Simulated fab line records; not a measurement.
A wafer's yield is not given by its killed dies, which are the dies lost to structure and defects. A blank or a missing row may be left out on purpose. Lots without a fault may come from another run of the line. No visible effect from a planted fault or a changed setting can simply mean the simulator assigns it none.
fab line records | flow n5-finfet
record lots=10 wafers=27 last-day=18
route steps=1938 shown FIN_SAQP@102 BEOL_M4@1111
lots that met no fault: from a run of the same line without faults
start-h: start of the lot's first displayed wafer, in hours after the record's first day | wait-h: hours elapsed since this lot's preceding step | " identical to the entry in the row above | L1.1+2: several wafers, shown together as one row | - either no value or no given start | * or withheld: withheld | < > ~ a bound
route shown NAME@n: a module of which the file shows steps, and the number in the route of the first | usual: the fault-free wafers' mean and standard deviation | same: alike in all rows | chamber/n: place in a boat | sites: readings site by site | _std_site: the values' standard deviation | _edge_site: outer sites' mean less inner sites' | radius-mm: how far each site lies from the wafer's centre | mask NAME#n: copy n | behind: the tool/chamber that last shaped the wafer | hold: why the lot was held/for how many hours/how that ended | device: names the non-switching transistor (n, p or np) | end of line: tests run on the same wafers once the route is complete | a step given without rows: its recipe and nothing more | killed: the dies lost at the first sort to structure and to defects; this is not the yield of the wafer | map: dies across one wafer; x = killed, . = not, _ = none there
set.NAME: the setting that was run; set.NAME@STEP: the one run at that earlier step | model.NAME: the simulator's own value behind a step, which no gauge read
route steps across a sampled set of lots; one table per step, one row per wafer
services: from which hour (start-h, from the record's first day; less than 0 if before it) a tool's chamber was out of use, for how many hours, and why
## steps
# step N5_FIN_SAQP_HM_DEP_72
# recipe material=SiO2 target-thk-a=120 temp-c=400 precursor=SiH4/N2O pressure-torr=0.75 rf-w=275 time-s=7.2
# usual heater-power-w=773/91 showerhead-plenum-p-Torr=8.10/0.14 showerhead-vpp-V=1034/43
# columns lot.wafer tool chamber start-h wait-h heater-power-w showerhead-plenum-p-Torr showerhead-vpp-V
L972.2 pecvd-04 1 32.79 0.0 892 8.07 1018
L972.4 " 0 " " 725 8.02 976
L972.5 " 2 " " 820 8.07 1016
L974.1 pecvd-02 1 45.71 0.0 718 8.32 1074
L974.2 " 2 " " 730 8.00 997
L975.1 pecvd-04 2 51.00 0.0 894 8.06 1013
L975.3 " 1 " " 852 8.09 996
L976.2 pecvd-02 2 56.73 0.0 671 7.99 1009
L976.6 " 1 " " 680 8.33 1083
L983.1 pecvd-02 0 100.31 0.0 758 7.95 1077
L983.4 " 1 " " 654 8.33 1077
L983.5 " 2 " " 648 8.00 1020
L986.1 pecvd-02 0 117.32 0.0 756 7.93 1079
L986.2 " 1 " " 686 8.32 1078
L986.3 " 2 " " 733 7.99 1010
L987.3 pecvd-02 1 124.04 0.0 726 8.34 1073
L987.4 " 2 " " 704 7.98 1001
L987.6 " 1 " " 747 8.34 1068
L988.4 pecvd-03 1 129.43 0.1 823 8.23 1105
L988.5 " 2 " " 705 7.98 989
L988.6 " 0 " " 799 8.23 1011
L989.1 pecvd-02 0 136.05 0.0 824 7.93 1081
L989.4 " 0 " " 831 7.95 1065
L989.6 " 1 " " 625 8.32 1067
L992.1 pecvd-02 1 153.10 0.0 746 8.33 1080
L992.3 " 0 " " 822 7.94 1070
L992.4 " 0 " " 825 7.96 1065
# step N5_FIN_SAQP_RECESS_75
# recipe chemistry=HF/NH3 target=SiO2 target-depth-a=144 afs-cycles=3 temp-c=30 sublimation-temp-c=180 sublimation-time-s=60
# usual drypump-motor-current-A=5.9/0.4
# columns lot.wafer tool chamber start-h wait-h drypump-motor-current-A
L972.2 vapor-etch-02 1 34.72 0.0 6.3
L972.4 " 0 " " 6.1
L972.5 " 0 " " 6.1
L974.1 vapor-etch-01 0 46.96 0.0 5.3
L974.2 " 1 " " 6.1
L975.1 vapor-etch-02 0 52.25 0.0 6.1
L975.3 " 0 " " 6.0
L976.2 vapor-etch-02 1 59.03 0.0 6.3
L976.6 " 1 " " 6.3
L983.1 vapor-etch-01 1 101.46 0.0 6.1
L983.4 " 1 " " 6.1
L983.5 " 0 " " 5.2
L986.1 vapor-etch-02 0 118.95 0.0 6.0
L986.2 " 1 " " 6.3
L986.3 " 1 " " 6.3
L987.3 vapor-etch-01 1 125.41 0.1 6.1
L987.4 " 0 " " 5.2
L987.6 " 1 " " 6.1
L988.4 vapor-etch-01 0 130.97 0.1 5.2
L988.5 " 1 " " 6.2
L988.6 " 0 " " 5.3
L989.1 vapor-etch-02 1 137.18 0.0 6.3
L989.4 " 0 " " 6.0
L989.6 " 0 " " 6.1
L992.1 vapor-etch-02 0 154.94 0.0 6.0
L992.3 " 0 " " 6.1
L992.4 " 1 " " 6.3
# step N5_FIN_SAQP_ETCH_57
# recipe chemistry=CH3F/O2 target=SiNx mask-material=SiO2 target-depth-a=325 time-s=46.4 pressure-mtorr=30 source-w=395 bias-w=73 Ar_flow_sccm=150 CH3F_flow_sccm=30 O2_flow_sccm=20 ion-energy-ev=120 ends=cleared
# usual drypump-motor-current-A=5.7/0.48 etch-rf-on-time-s=46.2/0.77 oes_ar_750_au=0.78/0.07 oes_f_703_au=0.78/0.069 oes_o_777_au=0.78/0.07 oes-product-au=0.66/0.064 rf-vpp-V=296.3/2.5 showerhead-plenum-p-Torr=2.02/0.074 throttle-valve-pct=16.39/0.21
# columns lot.wafer tool chamber start-h wait-h drypump-motor-current-A etch-rf-on-time-s oes_ar_750_au oes_f_703_au oes_o_777_au oes-product-au rf-hours-counter-h rf-vpp-V showerhead-plenum-p-Torr throttle-valve-pct
L972.2 rie-diel-02 3 36.36 0.3 5.9 45.1 0.81 0.80 0.81 0.69 84 298.9 1.95 16.12
L972.4 " 0 " " 5.5 46.3 0.72 0.72 0.71 0.61 206 295.3 1.90 16.34
L972.5 " 1 " " 6.5 45.9 0.75 0.76 0.76 0.64 - 292.4 2.07 16.34
L974.1 rie-diel-02 0 48.31 0.0 5.5 46.8 0.72 0.72 0.72 0.61 210 293.5 1.90 16.34
L974.2 " 1 " " 6.5 66.5 0.74 0.75 0.75 0.52 171 293.5 2.07 16.34
L975.1 rie-diel-02 2 53.60 0.0 6.1 45.3 0.84 0.86 0.85 0.71 62 299.1 2.12 16.13
L975.3 " 1 " " 6.5 67.7 0.74 0.75 0.75 0.52 172 294.5 2.07 16.33
L976.2 rie-diel-02 0 60.74 0.3 5.5 68.5 0.71 0.72 0.71 0.50 215 292.3 1.90 16.33
L976.6 " 3 " " 5.9 47.3 0.79 0.79 0.79 0.69 - 299.9 1.94 16.13
L983.1 rie-diel-01 2 102.91 0.1 5.0 46.4 0.72 0.74 0.72 0.61 209 292.6 2.06 16.67
L983.4 " 0 " " 5.6 47.2 0.77 0.77 0.76 0.65 147 295.0 1.93 16.53
L983.5 " 1 " " 5.6 46.1 0.90 0.89 0.89 0.77 - 299.3 2.12 16.05
L986.1 rie-diel-02 3 120.30 0.0 5.9 45.8 0.77 0.77 0.77 0.66 116 300.3 1.94 16.16
L986.2 " 1 " " 6.5 45.7 0.72 0.74 0.73 0.61 199 294.3 2.06 16.40
L986.3 " 2 " " 6.1 45.6 0.82 0.82 0.82 0.69 88 298.2 2.11 16.16
L987.3 rie-diel-06 0 127.11 0.1 5.7 45.2 0.96 0.95 0.96 0.83 5 297.8 1.96 16.04
L987.4 " 3 " " 6.4 46.2 0.78 0.78 0.77 0.67 - 296.9 2.01 16.54
L987.6 " 2 " " 5.4 46.1 0.76 0.76 0.76 0.65 - 297.1 2.08 16.66
L988.4 rie-diel-02 0 133.00 0.1 5.5 47.4 0.70 0.70 0.70 0.59 237 294.3 1.89 16.38
L988.5 " 1 " " 6.5 46.3 0.72 0.73 0.73 0.61 - 294.8 2.06 16.39
L988.6 " 0 " " 5.5 47.0 0.70 0.70 0.70 0.59 - 293.6 1.89 16.38
L989.1 rie-diel-06 3 139.31 0.0 6.4 45.3 0.77 0.77 0.77 0.66 120 295.6 2.01 16.54
L989.4 " 0 " " 5.8 46.2 0.93 0.94 0.94 0.81 10 298.8 1.96 16.05
L989.6 " 0 " " 5.7 47.1 0.94 0.94 0.94 0.80 - 297.6 1.96 16.07
L992.1 rie-diel-02 0 156.49 0.2 5.5 46.3 0.69 0.70 0.69 0.59 246 292.7 1.89 16.38
L992.3 " 3 " " 5.8 45.5 0.76 0.75 0.75 0.65 129 300.2 1.93 16.20
L992.4 " 1 " " 6.5 46.0 0.72 0.73 0.71 0.61 213 294.0 2.06 16.43
# step N5_FIN_SAQP_RECESS_71
# recipe chemistry=HF/NH3 target=SiO2 target-depth-a=30 afs-cycles=1 temp-c=30 sublimation-temp-c=180 sublimation-time-s=60
# usual drypump-motor-current-A=5.9/0.42
# columns lot.wafer tool chamber start-h wait-h drypump-motor-current-A
L972.2 vapor-etch-02 1 37.55 0.0 6.3
L972.4 " 1 " " 6.3
L972.5 " 0 " " 6.1
L974.1 vapor-etch-02 0 49.14 0.0 6.1
L974.2 " 1 " " 6.3
L975.1 vapor-etch-02 1 54.82 0.0 6.3
L975.3 " 1 " " 6.3
L976.2 vapor-etch-01 1 61.62 0.0 6.1
L976.6 " 0 " " 5.2
L983.1 vapor-etch-01 0 103.74 0.0 5.3
L983.4 " 0 " " 5.2
L983.5 " 0 " " 5.3
L986.1 vapor-etch-01 0 121.24 0.0 5.3
L986.2 " 1 " " 6.1
L986.3 " 1 " " 6.1
L987.3 vapor-etch-01 0 127.98 0.1 5.3
L987.4 " 1 " " 6.1
L987.6 " 1 " " 6.1
L988.4 vapor-etch-02 1 133.87 0.1 6.3
L988.5 " 1 " " 6.3
L988.6 " 0 " " 6.0
L989.1 vapor-etch-01 1 140.15 0.0 6.1
L989.4 " 0 " " 5.2
L989.6 " 1 " " 6.1
L992.1 vapor-etch-02 1 157.32 0.0 6.2
L992.3 " 1 " " 6.3
L992.4 " 0 " " 6.1
# step N5_BEOL_M4_RC_MEAS_101
# usual DIBL_N=36.5/1.4 DIBL_P=36.6/1.6 IOFF_N=0.160/0.024 IOFF_P=0.217/0.029 ION_N=674/8.7 ION_P=464/6.5 SS_N=71.6/0.47 SS_P=73.4/0.57 VT_N=250.0/2.5 VT_P=-250/3.1
# columns lot.wafer tool chamber start-h wait-h DIBL_N[mV/V] DIBL_P[mV/V] IOFF_N[nA/um] IOFF_P[nA/um] ION_N[uA/um] ION_P[uA/um] SS_N[mV/dec] SS_P[mV/dec] VT_N[mV] VT_P[mV]
L972.2 prober-01 0 185.60 0.2 36.9 37.8 0.177 0.222 669 460 71.7 73.2 248.6 -249
L972.4 " 0 " " 34.8 34.3 0.138 0.175 678 463 70.9 73.1 253.1 -252
L972.5 " 0 " " 37.4 37.7 0.188 0.220 690 466 71.8 74.0 247.8 -250
L974.1 prober-01 0 195.34 0.0 37.1 37.2 0.180 0.253 687 474 71.6 73.5 247.7 -247
L974.2 " 0 " " 37.3 37.8 0.193 0.267 688 481 71.8 72.7 245.2 -244
L975.1 prober-02 0 210.82 0.0 38.8 39.8 0.211 0.253 694 465 72.7 74.1 248.9 -249
L975.3 " 0 " " 35.9 36.3 0.160 0.196 677 457 71.2 73.5 250.0 -253
L976.2 prober-01 0 212.97 0.2 36.2 36.6 0.161 0.244 670 472 71.7 74.0 248.0 -245
L976.6 " 0 " " 36.4 37.0 0.168 0.238 679 470 71.6 73.5 248.6 -246
L983.1 prober-01 0 257.45 0.0 36.7 37.3 0.152 0.193 677 458 72.3 73.5 249.6 -254
L983.4 " 0 " " 36.7 37.1 0.151 0.202 673 455 71.3 74.2 251.6 -253
L983.5 " 0 " " 37.4 37.0 0.160 0.198 665 454 71.6 73.4 251.6 -254
L986.1 prober-02 0 263.15 0.0 35.3 34.9 0.123 0.158 667 452 71.6 73.2 255.3 -256
L986.2 " 0 " " 36.2 35.7 0.135 0.168 672 452 71.6 72.9 253.1 -256
L986.3 " 0 " " 36.7 36.2 0.145 0.174 664 448 71.8 72.7 252.7 -255
L987.3 prober-02 0 270.46 0.3 35.3 34.2 0.112 0.167 653 454 71.0 72.3 253.4 -255
L987.4 " 0 " " 36.1 35.6 0.127 0.185 663 462 71.2 73.1 254.9 -252
L987.6 " 0 " " 35.7 35.5 0.127 0.185 666 462 71.4 73.3 253.7 -252
L988.4 prober-01 0 278.41 0.5 36.7 38.8 0.167 0.226 666 463 72.0 74.2 249.4 -253
L988.5 " 0 " " 36.8 39.0 0.173 0.231 669 459 71.6 73.8 250.7 -250
L988.6 " 0 " " 35.0 36.9 0.146 0.194 672 460 71.7 73.3 250.6 -252
L989.1 prober-02 0 288.97 0.0 36.2 36.9 0.150 0.209 667 461 72.2 73.3 252.9 -251
L989.4 " 0 " " 35.5 36.7 0.149 0.202 673 465 71.7 73.1 250.4 -252
L989.6 " 0 " " 36.5 37.8 0.161 0.225 674 464 72.0 73.4 252.8 -250
L992.1 prober-01 0 301.14 0.0 35.8 38.6 0.164 0.217 677 454 71.6 73.5 248.1 -249
L992.3 " 0 " " 34.8 37.1 0.143 0.193 677 461 70.9 73.4 252.1 -250
L992.4 " 0 " " 37.9 40.1 0.199 0.236 686 458 73.0 74.4 248.2 -249
## services
# columns tool chamber start-h hours kind
rie-diel-01 1 22.71 - clean
rie-diel-01 1 22.71 - consumable-replace:focus-ring
rie-diel-01 1 22.71 - consumable-replace:showerhead
rie-diel-01 1 22.71 16.1 scheduled-down
rie-diel-01 - 22.98 14.6 pm
pecvd-02 0 47.23 16.5 scheduled-down
vapor-etch-01 - 51.28 2.8 pm
rie-diel-06 - 57.20 3.8 repair
rie-diel-01 1 64.71 3.8 repair
pecvd-02 - 71.35 0.6 repair
pecvd-03 - 79.37 2.8 repair
rie-diel-06 0 82.34 - clean
rie-diel-06 0 82.34 - consumable-replace:focus-ring
rie-diel-06 0 82.34 29.6 scheduled-down
rie-diel-06 0 82.34 29.6 vent-cycle
pecvd-04 0 91.93 6.3 repair
pecvd-04 0 98.25 5.5 scheduled-down
rie-diel-06 1 112.08 - clean
rie-diel-06 1 112.08 - consumable-replace:focus-ring
rie-diel-06 1 112.08 16.5 scheduled-down
rie-diel-06 1 112.08 16.5 vent-cycle
pecvd-02 2 130.08 5.5 scheduled-down
pecvd-04 - 147.46 1.8 repair
rie-diel-06 - 152.14 4.3 pm
## key
first-sign step=N5_FIN_SAQP_ETCH_57 reading=etch-rf-on-time-s direction=up sigmas=28 usual=* struck=*
effect step=N5_FIN_SAQP_ETCH_57 reading=oes-product-au direction=down sigmas=2.4 usual=0.66 struck=0.51
met-at N5_FIN_SAQP_ETCH_57
struck-lots L974,L975,L976
struck-wafers L974.2,L975.3,L976.2
not-acting-at N5_FIN_SAQP_HM_DEP_72,N5_FIN_SAQP_RECESS_75,N5_FIN_SAQP_RECESS_71
onset-between 36.36 48.31
fault kind=process-parameter-drift tool=rie-diel-02 chamber=- onset-h=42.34 steps=N5_FIN_SAQP_ETCH_57 channel=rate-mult offset=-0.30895 shape=step end-h=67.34 scope=struck-wafers-only
